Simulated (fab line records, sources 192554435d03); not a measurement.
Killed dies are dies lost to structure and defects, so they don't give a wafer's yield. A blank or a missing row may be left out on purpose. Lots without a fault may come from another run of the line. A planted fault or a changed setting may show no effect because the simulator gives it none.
Chamber matching | flow n5_finfet | N5_HKMG_FIN_HK_ALD_01 on ald_hk-02: 4 sister chambers
The step deposits HfO2, target thk 1.6 nm, pulse time 3 s, purge time 3 s. 4 wafers are shown with their chamber, then 7 later ones without.

WAFERS WITH THEIR CHAMBER
wafer  | chamber | precursor_pulse_height_rel
L083.2 | 3       | 1.012
L083.6 | 0       | 1.009
L090.2 | 2       | 0.992
L090.4 | 1       | 1.006

WAFERS WITHOUT THEIR CHAMBER
wafer  | precursor_pulse_height_rel
L090.6 | 1.002
L092.1 | 1.008
L092.2 | 1.002
L092.4 | 0.990
L093.2 | 1.011
L093.4 | 1.002
L093.6 | 0.981

WHICH CHAMBER EACH WENT THROUGH
wafer  | from the rows above               | in truth
L090.6 | can't be placed: 1 or 0 or 2 or 3 | 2
L092.1 | can't be placed: 0 or 1 or 3      | 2
L092.2 | can't be placed: 1 or 0 or 2 or 3 | 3
L092.4 | 2                                 | 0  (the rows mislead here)
L093.2 | can't be placed: 3 or 0 or 1      | 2
L093.4 | can't be placed: 1 or 0 or 2 or 3 | 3
L093.6 | 2                                 | 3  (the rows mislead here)
Placed correctly: 0 of 7. Can't be placed from these rows: 5 (the true chamber is among the candidates in 3). Placed wrongly: 2.
How it was worked out, from the rows above alone: a wafer's distance from a chamber is the root of the sum, over the readings, of the square of ((its reading less the chamber's mean) divided by the reading's scatter). The wafer belongs to the nearest chamber; if the next one is less than 2 further off, it can't be placed. A chamber's mean is the mean of its shown wafers. The scatter: with one shown wafer a chamber, the root of the mean of the squares of how far each hidden wafer lies from its nearest shown one.
